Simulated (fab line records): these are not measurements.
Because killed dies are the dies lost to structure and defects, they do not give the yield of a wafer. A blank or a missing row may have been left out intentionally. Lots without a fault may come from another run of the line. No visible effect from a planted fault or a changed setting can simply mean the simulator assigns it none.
Code-filled problem report in 8D (eight disciplines) form :: flow n5_finfet :: the parts of the form that need people (team, actions taken, sign-off) are left out

== 1. PROBLEM STATEMENT ==
At N5_BEOL_M14_SPUTTER_43, cathode_dc_power_W averages 14148 W over 6 wafers from 2 lots, while fault-free wafers read 15000 W, standard deviation 3. That is -99 or more standard deviations from the usual mean.
The step: material TaN, target thk 15 nm, time 24.19 s.
The first sign was on wafer L208.2 at day 13 03:53, on pvd_sputter-01. At this step, 33 wafers from 11 lots have a number in the record. Rule for "out" (also "out of limits"): further than 4 standard deviations from the usual mean. Any other wafer with a number is counted as sound.

== 2. WHAT IT IS; WHAT IT IS NOT ==
question: which readings at this step
is: cathode_dc_power_W
is not: throttle_valve_pct

question: which lots
is: L208, L212
is not: L201, L202, L203, L219, L220, L221, L222, L223, L224

question: which wafers of those lots
is: all that have a number
is not: -

question: read on which tools
is: pvd_sputter-01
is not: pvd_sputter-02, pvd_sputter-03

question: when
is: from day 13 03:53
is not: up to then (9 sound wafers); but 18 sound wafers of L219, L220, L221, L222, L223, L224 came after

== 3. THE SUSPECTS, EACH WITH WHAT RULES IT OUT ==
Counting: any tool at a process step up to the reading is kept as a suspect provided that every lot that is out went through it and no sound lot did after the first of them.
- pvd_sputter-01 at N5_BEOL_M14_SPUTTER_43 (material TaN, target thk 15 nm, time 24.19 s): ruled out as a lasting fault. After its first lot that is out, L208 (day 13 03:53), sound lots L221, L222, L223, L224 ran on it.
Left after counting: nothing in the record.

== 4. THE CAUSE (what the simulator had put in) ==
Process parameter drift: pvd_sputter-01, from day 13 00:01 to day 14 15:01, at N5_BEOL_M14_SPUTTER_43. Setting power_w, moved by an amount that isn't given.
Counting ruled it out, wrongly.

== 5. SEQUENCE OF EFFECTS, ordered by route ==
Each row: a reading whose mean over the struck wafers that have a number lies more than 3 standard deviations from the usual. Only readings for which the record gives a usual standard deviation are gone through. hours: the time from each lot's start at the first step in this table that gives one to its start at this step, as a median over the lots. sigmas: the change in usual standard deviations.
hours: 0
step: N5_BEOL_M14_SPUTTER_43
reading: cathode_dc_power_W
usual: 15000 W
on struck wafers: 14148
change: -852
sigmas: -99 or more
The process steps in it:
- N5_BEOL_M14_SPUTTER_43: material TaN, target thk 15 nm, time 24.19 s.
Later measuring or inspecting steps at which every struck wafer that the step has a row for has a number for every such reading, and none has moved that far: N5_BEOL_M14_THK_MEAS_50.

== 6. HOW IT WOULD HAVE BEEN CAUGHT EARLIER ==
4 hours passed between the start of the fault at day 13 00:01 and the first reading out of limits in this record, taken at day 13 03:53.
